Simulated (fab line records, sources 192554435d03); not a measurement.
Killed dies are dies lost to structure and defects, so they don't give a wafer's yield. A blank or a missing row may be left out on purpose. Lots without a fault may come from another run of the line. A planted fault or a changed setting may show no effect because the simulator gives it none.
Which tool did it? | flow n5_finfet | 24 lots, 72 wafers sampled, at 6 steps of a route of 1938

WHAT THE GAUGES READ, wafer by wafer
N5_DUMMY_GATE_CD_MEAS_15: target cd 25.8 nm.
lot  | measured    | on        | cd_nm (nm)
L074 | day 2 22:34 | cd_sem-01 | 24.57 24.77 24.93
L075 | day 3 05:11 | cd_sem-02 | 24.98 25.00 24.91
L076 | day 3 10:45 | cd_sem-02 | 24.97 25.34 24.83
L077 | day 3 17:44 | cd_sem-02 | 24.92 25.04 25.30
L078 | day 3 21:52 | cd_sem-02 | 25.20 25.14 25.39
L079 | day 4 04:51 | cd_sem-02 | 25.13 25.05 25.13
L080 | day 4 09:22 | cd_sem-02 | 25.16 24.68 25.21
L081 | day 4 15:11 | cd_sem-01 | 24.54 24.72 25.00
L082 | day 4 22:18 | cd_sem-02 | 25.21 24.92 25.11
L083 | day 5 03:26 | cd_sem-03 | 25.05 25.18 24.86
L084 | day 5 11:05 | cd_sem-02 | 25.16 25.35 25.23
L085 | day 5 17:42 | cd_sem-02 | 25.03 24.66 24.86
L086 | day 6 00:23 | cd_sem-01 | 24.56 24.55 24.46
L087 | day 6 03:12 | cd_sem-03 | 24.69 24.76 24.74
L088 | day 6 10:05 | cd_sem-01 | 25.68 24.93 25.12
L089 | day 6 15:17 | cd_sem-03 | 25.04 24.85 25.18
L090 | day 6 23:32 | cd_sem-02 | 24.73 25.05 25.14
L091 | day 8 07:44 | cd_sem-01 | 24.99 24.98 25.18
L092 | day 8 15:29 | cd_sem-03 | 25.27 25.02 25.50
L093 | day 8 11:38 | cd_sem-03 | 24.70 24.81 24.88
L094 | day 8 15:25 | cd_sem-02 | 24.93 24.93 25.21
L095 | day 8 15:27 | cd_sem-02 | 24.88 24.52 25.48
L096 | day 8 19:20 | cd_sem-01 | 25.29 24.82 25.11
L097 | day 9 01:20 | cd_sem-03 | 24.90 24.77 24.64

N5_DUMMY_GATE_OVL_MEAS_16.
lot  | measured    | on         | GATE_OVL (nm)
L074 | day 2 22:36 | overlay-02 | 0.4 0.0 0.6
L075 | day 3 05:14 | overlay-01 | 0.1 0.0 0.2
L076 | day 3 10:47 | overlay-02 | 1.0 0.8 1.2
L077 | day 3 17:47 | overlay-01 | -0.2 -0.9 -0.4
L078 | day 3 21:55 | overlay-02 | -0.5 -0.6 -0.6
L079 | day 4 04:54 | overlay-02 | -0.2 0.3 0.3
L080 | day 4 09:25 | overlay-01 | -0.6 0.2 0.1
L081 | day 4 15:14 | overlay-01 | -0.9 0.3 -0.3
L082 | day 4 22:20 | overlay-01 | -0.1 -1.5 0.4
L083 | day 5 03:29 | overlay-01 | -0.8 -0.6 0.1
L084 | day 5 11:08 | overlay-02 | 0.6 -0.8 -0.9
L085 | day 5 17:44 | overlay-02 | -0.4 -0.8 -1.0
L086 | day 6 00:26 | overlay-02 | -0.2 -0.2 -0.5
L087 | day 6 03:14 | overlay-01 | -0.1 0.8 0.6
L088 | day 6 10:08 | overlay-01 | -0.9 -0.8 -0.8
L089 | day 6 15:19 | overlay-01 | 0.3 -0.2 -1.4
L090 | day 6 23:35 | overlay-01 | 0.8 0.3 0.3
L091 | day 8 07:47 | overlay-01 | -0.9 -1.1 -0.6
L092 | day 8 15:32 | overlay-02 | -1.7 -1.1 -0.3
L093 | day 8 11:41 | overlay-01 | -0.1 0.3 0.1
L094 | day 8 15:27 | overlay-02 | -0.2 -0.3 -0.5
L095 | day 8 15:29 | overlay-01 | -0.3 -0.2 -0.4
L096 | day 8 19:22 | overlay-02 | -1.6 -0.7 -0.9
L097 | day 9 01:22 | overlay-02 | -0.1 0.3 0.2

N5_DUMMY_GATE_CD_MEAS_50: target cd 14 nm.
lot  | measured    | on        | cd_nm (nm)
L074 | day 2 23:04 | cd_sem-01 | 14.5 14.7 14.9
L075 | day 3 05:49 | cd_sem-02 | 14.4 14.0 14.2
L076 | day 3 11:19 | cd_sem-02 | 13.7 13.9 13.8
L077 | day 3 18:49 | cd_sem-01 | 13.9 13.7 14.2
L078 | day 3 22:25 | cd_sem-01 | 14.1 14.0 14.4
L079 | day 4 05:29 | cd_sem-01 | 13.5 14.0 14.3
L080 | day 4 09:53 | cd_sem-01 | 14.2 14.1 14.2
L081 | day 4 15:41 | cd_sem-01 | 13.9 13.2 13.9
L082 | day 4 23:18 | cd_sem-03 | 14.0 14.6 14.5
L083 | day 5 03:57 | cd_sem-02 | 13.6 13.9 14.5
L084 | day 5 11:46 | cd_sem-02 | 14.3 13.6 14.7
L085 | day 5 18:26 | cd_sem-03 | 14.1 13.7 14.1
L086 | day 6 00:57 | cd_sem-02 | 12.8 13.4 13.2
L087 | day 6 03:43 | cd_sem-01 | 13.6 13.4 14.7
L088 | day 6 11:09 | cd_sem-03 | 13.7 14.5 13.8
L089 | day 6 15:59 | cd_sem-01 | 13.6 14.4 13.5
L090 | day 7 00:03 | cd_sem-01 | 14.3 13.4 14.0
L091 | day 8 08:19 | cd_sem-01 | 14.0 13.4 14.2
L092 | day 8 16:23 | cd_sem-01 | 14.2 13.7 14.6
L093 | day 8 12:10 | cd_sem-02 | 13.6 13.5 13.7
L094 | day 8 15:58 | cd_sem-02 | 13.9 14.5 14.1
L095 | day 8 15:59 | cd_sem-02 | 13.5 13.9 13.6
L096 | day 8 19:50 | cd_sem-03 | 15.2 13.8 14.2
L097 | day 9 01:50 | cd_sem-01 | 13.6 13.1 13.9

N5_SD_EPI_N_CD_MEAS_09: target cd 120 nm.
lot  | measured    | on        | cd_nm (nm)
L074 | day 3 01:04 | cd_sem-02 | 119.5 118.0 118.6
L075 | day 3 07:29 | cd_sem-02 | 119.3 119.7 118.8
L076 | day 3 12:59 | cd_sem-01 | 119.7 119.7 119.7
L077 | day 3 20:38 | cd_sem-01 | 120.2 118.5 119.7
L078 | day 4 00:17 | cd_sem-02 | 119.0 119.1 119.6
L079 | day 4 07:26 | cd_sem-02 | 119.8 121.1 120.6
L080 | day 4 12:14 | cd_sem-03 | 118.6 119.1 119.3
L081 | day 4 19:53 | cd_sem-03 | 120.2 119.7 119.5
L082 | day 5 00:57 | cd_sem-03 | 119.7 119.2 119.8
L083 | day 5 06:11 | cd_sem-01 | 118.8 119.7 119.5
L084 | day 5 13:41 | cd_sem-01 | 119.5 119.0 119.7
L085 | day 5 20:14 | cd_sem-01 | 119.4 120.1 119.4
L086 | day 6 02:49 | cd_sem-03 | 120.1 120.8 119.6
L087 | day 6 05:34 | cd_sem-03 | 118.8 119.0 119.6
L088 | day 6 13:17 | cd_sem-01 | 119.6 118.7 118.9
L089 | day 6 17:53 | cd_sem-03 | 118.9 119.3 119.4
L090 | day 7 01:50 | cd_sem-01 | 121.1 120.7 121.0
L091 | day 8 10:08 | cd_sem-02 | 119.9 119.9 119.4
L092 | day 8 20:34 | cd_sem-01 | 119.8 118.3 119.8
L093 | day 8 13:55 | cd_sem-01 | 120.3 121.1 120.6
L094 | day 8 19:22 | cd_sem-01 | 119.7 119.4 119.4
L095 | day 8 20:02 | cd_sem-02 | 118.6 119.6 119.6
L096 | day 8 23:32 | cd_sem-02 | 119.1 120.2 119.2
L097 | day 9 03:41 | cd_sem-01 | 119.1 118.9 118.5

WHICH TOOL RAN EACH LOT (tool, then ch and the chambers of the sampled wafers, then the start)
lot  | N5_FIN_CUT_ETCH_21                | N5_DUMMY_GATE_ETCH_23
L074 | rie_diel-02 ch 2,3, day 2 03:43   | rie_si-02 ch 0,1,3, day 2 23:24
L075 | rie_diel-01 ch 2,3, day 2 10:10   | rie_si-02 ch 0,2,3, day 3 06:09
L076 | rie_diel-03 ch 2,3, day 2 15:59   | rie_si-06 ch 0,3, day 3 11:38
L077 | rie_diel-02 ch 0,1,3, day 2 21:25 | rie_si-03 ch 1,2, day 3 19:10
L078 | rie_diel-02 ch 1,3, day 3 03:19   | rie_si-06 ch 0,1,3, day 3 22:47
L079 | rie_diel-03 ch 0,1,2, day 3 10:36 | rie_si-06 ch 1,3, day 4 05:59
L080 | rie_diel-03 ch 2,3, day 3 14:50   | rie_si-03 ch 0,3, day 4 10:12
L081 | rie_diel-02 ch 0,3, day 3 21:04   | rie_si-02 ch 1,2, day 4 16:01
L082 | rie_diel-01 ch 0,2,3, day 4 04:07 | rie_si-06 ch 1,2,3, day 4 23:38
L083 | rie_diel-02 ch 1,2, day 4 08:47   | rie_si-06 ch 0,2,3, day 5 04:16
L084 | rie_diel-03 ch 0,1,2, day 4 14:57 | rie_si-06 ch 1,3, day 5 12:05
L085 | rie_diel-02 ch 1,2,3, day 4 21:18 | rie_si-06 ch 2,3, day 5 18:46
L086 | rie_diel-01 ch 0,2, day 5 02:55   | rie_si-06 ch 1,2, day 6 01:22
L087 | rie_diel-03 ch 0,2,3, day 5 08:34 | rie_si-06 ch 0,1,2, day 6 04:07
L088 | rie_diel-03 ch 0,1,2, day 5 15:47 | rie_si-06 ch 0,2,3, day 6 11:28
L089 | rie_diel-03 ch 0,1,2, day 5 21:08 | rie_si-06 ch 0,2,3, day 6 16:23
L090 | rie_diel-01 ch 1,2, day 6 04:05   | rie_si-06 ch 0,2, day 7 00:22
L091 | rie_diel-02 ch 0,2,3, day 6 10:24 | rie_si-06 ch 0,1,2, day 8 08:39
L092 | rie_diel-02 ch 0,1, day 6 16:13   | rie_si-06 ch 0,1,3, day 8 16:44
L093 | rie_diel-02 ch 1,2, day 6 22:23   | rie_si-03 ch 1,3, day 8 12:30
L094 | rie_diel-03 ch 0,3, day 7 02:53   | rie_si-02 ch 2,3, day 8 16:31
L095 | rie_diel-01 ch 0,2,3, day 7 08:46 | rie_si-03 ch 2,3, day 8 16:33
L096 | rie_diel-01 ch 0,2, day 7 15:19   | rie_si-02 ch 2,3, day 8 20:10
L097 | rie_diel-01 ch 0,1,2, day 7 23:45 | rie_si-03 ch 1,2,3, day 9 02:10
- N5_FIN_CUT_ETCH_21: etches SOC in N2/H2, target depth 219 nm, overetch 43.8 nm, time 523.5 s.
- N5_DUMMY_GATE_ETCH_23: etches poly-Si in HBr/Cl2/O2, target depth 41 nm, time 22.3 s.

WHAT THE TOOLS THEMSELVES READ (means of the sampled wafers that have a number; where no wafer has one, the mark that the record gives instead)
N5_FIN_CUT_ETCH_21.
lot  | tool        | drypump_motor_current_A (A) | oes_product_au (a.u.) | rf_fwd_power_W (W) | rf_vpp_V (V) | showerhead_plenum_p_Torr (Torr) | throttle_valve_pct (%)
L074 | rie_diel-02 | 6.3                         | 0.67                  | 847.9              | 239.3        | 2.46                            | 18.01
L075 | rie_diel-01 | 5.5                         | 0.64                  | 850.2              | 240.8        | 2.54                            | 17.76
L076 | rie_diel-03 | 6.3                         | 0.66                  | 848.6              | 241.6        | 2.60                            | 17.70
L077 | rie_diel-02 | 5.7                         | 0.66                  | 850.0              | 239.2        | 2.46                            | 17.98
L078 | rie_diel-02 | 5.9                         | 0.67                  | 849.6              | 238.6        | 2.44                            | 18.01
L079 | rie_diel-03 | 5.6                         | 0.72                  | 852.8              | 241.6        | 2.59                            | 17.76
L080 | rie_diel-03 | 6.4                         | 0.66                  | 849.3              | 240.7        | 2.60                            | 17.72
L081 | rie_diel-02 | 6.0                         | 0.65                  | 849.5              | 239.5        | 2.46                            | 17.96
L082 | rie_diel-01 | 5.8                         | 0.77                  | 850.6              | 241.0        | 2.57                            | 17.60
L083 | rie_diel-02 | 6.0                         | 0.66                  | 846.6              | 240.8        | 2.48                            | 18.09
L084 | rie_diel-03 | 5.6                         | 0.72                  | 848.3              | 240.9        | 2.59                            | 17.78
L085 | rie_diel-02 | 5.9                         | 0.66                  | 847.7              | 239.8        | 2.45                            | 18.07
L086 | rie_diel-01 | 6.0                         | 0.82                  | 846.9              | 241.8        | 2.60                            | 17.65
L087 | rie_diel-03 | 5.8                         | 0.69                  | 849.0              | 240.2        | 2.57                            | 17.64
L088 | rie_diel-03 | 5.6                         | 0.71                  | 849.5              | 241.3        | 2.59                            | 17.79
L089 | rie_diel-03 | 5.6                         | 0.71                  | 849.1              | 241.1        | 2.59                            | 17.79
L090 | rie_diel-01 | 5.8                         | 0.84                  | 849.1              | 242.1        | 2.68                            | 17.40
L091 | rie_diel-02 | 6.1                         | 0.73                  | 850.7              | 240.0        | 2.47                            | 17.88
L092 | rie_diel-02 | 5.3                         | 0.74                  | 847.9              | 239.6        | 2.44                            | 17.92
L093 | rie_diel-02 | 6.0                         | 0.65                  | 848.2              | 239.7        | 2.47                            | 18.13
L094 | rie_diel-03 | 6.1                         | 0.82                  | 851.0              | 241.6        | 2.58                            | 17.48
L095 | rie_diel-01 | 5.9                         | 0.73                  | 850.1              | 240.5        | 2.56                            | 17.65
L096 | rie_diel-01 | 5.9                         | 0.79                  | 848.8              | 241.4        | 2.60                            | 17.67
L097 | rie_diel-01 | 6.0                         | 0.80                  | 849.2              | 241.6        | 2.63                            | 17.54

N5_DUMMY_GATE_ETCH_23.
lot  | tool      | O2_flow_sccm (sccm) | drypump_motor_current_A (A) | oes_o_777_au (a.u.) | oes_product_au (a.u.) | rf_fwd_power_W (W) | throttle_valve_pct (%)
L074 | rie_si-02 | 12.03               | 5.6                         | 1.00                | 1.006                 | 796.0              | 37.5
L075 | rie_si-02 | 12.00               | 6.0                         | 0.97                | 0.996                 | 792.6              | 37.3
L076 | rie_si-06 | 12.01               | 5.3                         | 0.98                | 0.984                 | 791.2              | 36.9
L077 | rie_si-03 | 12.01               | 5.5                         | 1.02                | 1.002                 | 791.7              | 37.0
L078 | rie_si-06 | 11.99               | 5.4                         | 1.00                | 0.991                 | 795.2              | 37.1
L079 | rie_si-06 | 12.00               | 5.3                         | 0.99                | 0.995                 | 794.2              | 37.2
L080 | rie_si-03 | 12.05               | 6.3                         | 0.98                | 0.987                 | 796.1              | 37.4
L081 | rie_si-02 | 11.98               | 5.6                         | 0.98                | 0.993                 | 792.6              | 37.7
L082 | rie_si-06 | 11.99               | 5.4                         | 1.03                | 1.012                 | 792.2              | 37.1
L083 | rie_si-06 | 12.01               | 5.4                         | 1.02                | 0.999                 | 792.9              | 36.9
L084 | rie_si-06 | 12.02               | 5.4                         | 1.01                | 1.001                 | 791.1              | 37.4
L085 | rie_si-06 | 12.00               | 5.3                         | 1.02                | 0.996                 | 791.7              | 37.0
L086 | rie_si-06 | 12.03               | 5.5                         | 1.07                | 1.016                 | 794.2              | 37.1
L087 | rie_si-06 | 12.00               | 5.5                         | 1.04                | 1.000                 | 794.8              | 37.0
L088 | rie_si-06 | 11.97               | 5.4                         | 1.02                | 1.001                 | 792.8              | 36.8
L089 | rie_si-06 | 12.01               | 5.4                         | 1.02                | 1.000                 | 794.0              | 36.8
L090 | rie_si-06 | 12.01               | 5.6                         | 1.02                | 0.997                 | 790.7              | 36.7
L091 | rie_si-06 | 12.02               | 5.5                         | 1.04                | 1.002                 | 792.3              | 37.0
L092 | rie_si-06 | 11.99               | 5.4                         | 1.01                | 0.990                 | 794.0              | 37.1
L093 | rie_si-03 | 11.96               | 5.6                         | 1.02                | 0.997                 | 793.4              | 37.1
L094 | rie_si-02 | 11.98               | 6.1                         | 1.01                | 1.001                 | 793.9              | 37.3
L095 | rie_si-03 | 12.00               | 6.2                         | 0.97                | 0.989                 | 793.4              | 37.3
L096 | rie_si-02 | 12.00               | 6.3                         | 0.97                | 0.983                 | 790.6              | 37.4
L097 | rie_si-03 | 12.04               | 5.9                         | 1.00                | 1.000                 | 794.2              | 37.2

THE ANSWER, worked out from the rows above alone
Rule: what is usual is taken from the lots themselves. Put in order of their means at a reading, lots are off if they are a third of the lots or fewer, leave a main group of 4 or more, and stand apart from it by a gap of 3 or more times the standard deviation of the main group's means; of several such gaps the widest counts. A main group whose means are all the same, to the digits that the tables above print for the reading, isn't used. A lot without any number at a reading at which 4 lots or more have one is off too. The other lots that the step has rows for count as sound. The gauges are gone through in route order, then the tools' own readings, and for those a lot's mean is taken as printed above. The first step at which some lot is off is used, and at that step the reading that is off furthest; a lot without a number counts as furthest.
No lot is off at any reading shown: from this, nothing can be told.

WHAT THE SIMULATOR HAD PUT IN
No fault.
